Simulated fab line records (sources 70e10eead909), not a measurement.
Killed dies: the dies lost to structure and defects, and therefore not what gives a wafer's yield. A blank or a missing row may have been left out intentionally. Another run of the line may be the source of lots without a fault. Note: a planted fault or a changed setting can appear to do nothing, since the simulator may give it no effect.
Matching of chambers | flow nand_harc | NHARC_A_M0_DESCUM_14 on rie_diel-05 has 4 sister chambers
The step chemistry O2, time 3 s. 33 wafers are shown with their chamber, then 12 later ones without.

## EACH WAFER AND ITS CHAMBER
wafer  | chamber | showerhead_plenum_p_Torr (Torr) | drypump_motor_current_A (A) | oes_product_au (a.u.)
L074.1 | 1       | 1.79                            | 4.7                         | 1.007
L074.2 | 3       | 1.98                            | 5.2                         | 1.009
L074.3 | 2       | 2.06                            | 5.2                         | 1.023
L074.4 | 1       | 1.79                            | 4.7                         | 1.014
L074.5 | 3       | 1.98                            | 5.2                         | 0.999
L074.6 | 2       | 2.06                            | 5.2                         | 1.016
L077.1 | 1       | 1.79                            | 4.7                         | 1.007
L077.2 | 2       | 2.06                            | 5.2                         | 1.017
L077.3 | 0       | 1.79                            | 4.9                         | 0.995
L077.4 | 3       | 1.98                            | 5.2                         | 1.017
L077.5 | 2       | 2.06                            | 5.2                         | 1.021
L077.6 | 3       | 1.98                            | 5.2                         | 1.011
L076.3 | 0       | 1.79                            | 4.9                         | 0.994
L076.5 | 2       | 2.06                            | 5.2                         | 1.021
L076.6 | 3       | 1.98                            | 5.2                         | 1.019
L079.1 | 2       | 2.06                            | 5.2                         | 1.019
L079.2 | 3       | 1.98                            | 5.3                         | 1.013
L079.6 | 3       | 1.98                            | 5.2                         | 1.011
L079.3 | 1       | 1.79                            | 4.7                         | 1.007
L079.4 | 0       | 1.79                            | 4.9                         | 0.991
L079.5 | 2       | 2.06                            | 5.2                         | 1.029
L080.3 | 0       | 1.79                            | 4.9                         | 0.973
L080.5 | 1       | 1.79                            | 4.7                         | 1.014
L080.6 | 0       | 1.79                            | 4.9                         | 0.985
L085.2 | 0       | 1.79                            | 4.9                         | 0.987
L085.4 | 1       | 1.79                            | 4.7                         | 1.018
L085.6 | 2       | 2.06                            | 5.1                         | 1.018
L090.1 | 3       | 1.98                            | 5.3                         | 1.016
L090.4 | 2       | 2.05                            | 5.1                         | 1.021
L090.5 | 0       | 1.79                            | 4.9                         | 0.986
L091.1 | 3       | 1.98                            | 5.2                         | 1.007
L091.3 | 1       | 1.79                            | 4.7                         | 1.017
L091.4 | 3       | 1.98                            | 5.2                         | 1.001

SIGNATURES, as means of the wafers listed above
reading                  | chamber 0 | chamber 1 | chamber 2 | chamber 3 | scatter within a chamber
showerhead_plenum_p_Torr | 1.7900    | 1.7900    | 2.0589    | 1.9800    | 0.00175
drypump_motor_current_A  | 4.900     | 4.700     | 5.178     | 5.220     | 0.033
oes_product_au           | 0.98729   | 1.01200   | 1.02056   | 1.01030   | 0.00582
Rule: for a wafer and a chamber, the distance is found by dividing, reading by reading, the gap between the wafer's reading and the chamber's mean by the reading's scatter, squaring, summing and taking the root. If the next closest chamber is less than 2 further off than the closest, the wafer can't be placed; otherwise it belongs to the closest. How the scatter is found: for the shown wafers, subtract from each reading the mean of its chamber, square and add these, divide the total by (wafers less chambers), then take the root.

## WAFERS WITHOUT THEIR CHAMBER
wafer  | showerhead_plenum_p_Torr (Torr) | drypump_motor_current_A (A) | oes_product_au (a.u.)
L088.1 | 1.79                            | 4.9                         | 0.993
L088.3 | 1.98                            | 5.3                         | 1.009
L088.6 | 1.79                            | 4.9                         | 0.992
L092.1 | 1.98                            | 5.2                         | 1.005
L092.2 | 1.79                            | 4.9                         | 0.981
L092.5 | 1.79                            | 4.9                         | 0.991
L093.1 | 1.79                            | 4.9                         | 0.982
L093.3 | 1.79                            | 4.7                         | 1.004
L093.4 | 1.98                            | 5.2                         | 1.005
L094.1 | 1.79                            | 4.9                         | 0.995
L094.2 | 1.98                            | 5.2                         | 0.994
L094.4 | 1.79                            | 4.9                         | 0.991

## THE CHAMBER EACH PASSED THROUGH
wafer  | from the rows above | in truth
L088.1 | 0                   | 0
L088.3 | 3                   | 3
L088.6 | 0                   | 0
L092.1 | 3                   | 3
L092.2 | 0                   | 0
L092.5 | 0                   | 0
L093.1 | 0                   | 0
L093.3 | 1                   | 1
L093.4 | 3                   | 3
L094.1 | 0                   | 0
L094.2 | 3                   | 3
L094.4 | 0                   | 0
12 of 12 placed correctly. Can't be placed from these rows: 0. Placed wrongly: 0.
